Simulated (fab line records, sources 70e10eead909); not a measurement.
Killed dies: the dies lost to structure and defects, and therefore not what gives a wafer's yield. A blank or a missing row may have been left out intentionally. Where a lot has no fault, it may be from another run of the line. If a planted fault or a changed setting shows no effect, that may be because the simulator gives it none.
Matching of chambers / flow nandHarc / rieSi-06 running NHARC_A_ZERO_WELL_ETCH_13: 4 sister chambers
The step etches the open film in HBr/Cl2, target depth 120 nm, time 40.1 s. 16 wafers are shown with their chamber, then 8 later ones without.

## EACH WAFER AND ITS CHAMBER
wafer=L603.1; chamber=1; drypumpMotorCurrentA (A)=5.4; throttleValvePct (%)=26.403; oesProductAu (a.u.)=0.998
wafer=L603.2; chamber=0; drypumpMotorCurrentA (A)=5.9; throttleValvePct (%)=26.404; oesProductAu (a.u.)=1.006
wafer=L603.3; chamber=2; drypumpMotorCurrentA (A)=5.3; throttleValvePct (%)=26.404; oesProductAu (a.u.)=0.998
wafer=L604.1; chamber=2; drypumpMotorCurrentA (A)=5.3; throttleValvePct (%)=26.409; oesProductAu (a.u.)=0.996
wafer=L604.4; chamber=0; drypumpMotorCurrentA (A)=5.9; throttleValvePct (%)=26.415; oesProductAu (a.u.)=0.989
wafer=L604.5; chamber=1; drypumpMotorCurrentA (A)=5.4; throttleValvePct (%)=26.397; oesProductAu (a.u.)=0.989
wafer=L606.1; chamber=0; drypumpMotorCurrentA (A)=5.8; throttleValvePct (%)=26.416; oesProductAu (a.u.)=0.997
wafer=L606.3; chamber=1; drypumpMotorCurrentA (A)=5.4; throttleValvePct (%)=26.395; oesProductAu (a.u.)=1.003
wafer=L606.5; chamber=3; drypumpMotorCurrentA (A)=6.3; throttleValvePct (%)=26.418; oesProductAu (a.u.)=0.989
wafer=L609.2; chamber=3; drypumpMotorCurrentA (A)=6.2; throttleValvePct (%)=26.411; oesProductAu (a.u.)=1.012
wafer=L609.3; chamber=2; drypumpMotorCurrentA (A)=5.3; throttleValvePct (%)=26.392; oesProductAu (a.u.)=0.999
wafer=L609.6; chamber=0; drypumpMotorCurrentA (A)=5.8; throttleValvePct (%)=26.405; oesProductAu (a.u.)=1.000
wafer=L616.1; chamber=0; drypumpMotorCurrentA (A)=5.9; throttleValvePct (%)=26.398; oesProductAu (a.u.)=0.991
wafer=L616.2; chamber=2; drypumpMotorCurrentA (A)=5.3; throttleValvePct (%)=26.400; oesProductAu (a.u.)=0.992
wafer=L616.4; chamber=1; drypumpMotorCurrentA (A)=5.4; throttleValvePct (%)=26.416; oesProductAu (a.u.)=0.989
wafer=L619.1; chamber=1; drypumpMotorCurrentA (A)=5.4; throttleValvePct (%)=26.408; oesProductAu (a.u.)=0.991

SIGNATURES (averages over the wafers above)
reading=drypumpMotorCurrentA; chamber 0=5.860; chamber 1=5.400; chamber 2=5.300; chamber 3=6.250; scatter within a chamber=0.0376
reading=throttleValvePct; chamber 0=26.40760; chamber 1=26.40380; chamber 2=26.40125; chamber 3=26.41450; scatter within a chamber=0.00768
reading=oesProductAu; chamber 0=0.99660; chamber 1=0.99400; chamber 2=0.99625; chamber 3=1.00050; scatter within a chamber=0.00729
Rule: for a wafer and a chamber, the distance is found by dividing, reading by reading, the gap between the wafer's reading and the chamber's mean by the reading's scatter, squaring, summing and taking the root. The wafer belongs to the nearest chamber; if the next one is less than 2 further off, it can't be placed. The scatter: the root of (the sum of the squares of (reading less its chamber's mean) over the shown wafers, divided by (wafers less chambers)).

## WAFERS WITHOUT THEIR CHAMBER
wafer=L619.4; drypumpMotorCurrentA (A)=6.3; throttleValvePct (%)=26.404; oesProductAu (a.u.)=0.994
wafer=L619.6; drypumpMotorCurrentA (A)=5.3; throttleValvePct (%)=26.400; oesProductAu (a.u.)=0.987
wafer=L621.1; drypumpMotorCurrentA (A)=5.9; throttleValvePct (%)=26.410; oesProductAu (a.u.)=0.978
wafer=L621.5; drypumpMotorCurrentA (A)=5.3; throttleValvePct (%)=26.411; oesProductAu (a.u.)=1.004
wafer=L621.6; drypumpMotorCurrentA (A)=5.4; throttleValvePct (%)=26.409; oesProductAu (a.u.)=0.984
wafer=L624.2; drypumpMotorCurrentA (A)=5.4; throttleValvePct (%)=26.406; oesProductAu (a.u.)=0.995
wafer=L624.4; drypumpMotorCurrentA (A)=5.3; throttleValvePct (%)=26.427; oesProductAu (a.u.)=1.001
wafer=L624.6; drypumpMotorCurrentA (A)=5.3; throttleValvePct (%)=26.414; oesProductAu (a.u.)=0.988

## EACH ONE'S CHAMBER
wafer=L619.4; from the rows above=3; in truth=3
wafer=L619.6; from the rows above=can't be placed: 2 or 1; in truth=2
wafer=L621.1; from the rows above=0; in truth=0
wafer=L621.5; from the rows above=can't be placed: 2 or 1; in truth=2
wafer=L621.6; from the rows above=can't be placed: 1 or 2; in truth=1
wafer=L624.2; from the rows above=1; in truth=1
wafer=L624.4; from the rows above=can't be placed: 2 or 1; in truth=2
wafer=L624.6; from the rows above=can't be placed: 2 or 1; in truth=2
3 of 8 placed correctly. From these rows, 5 cannot be placed; in 5 the true chamber is one of the candidates. 0 placed wrongly.
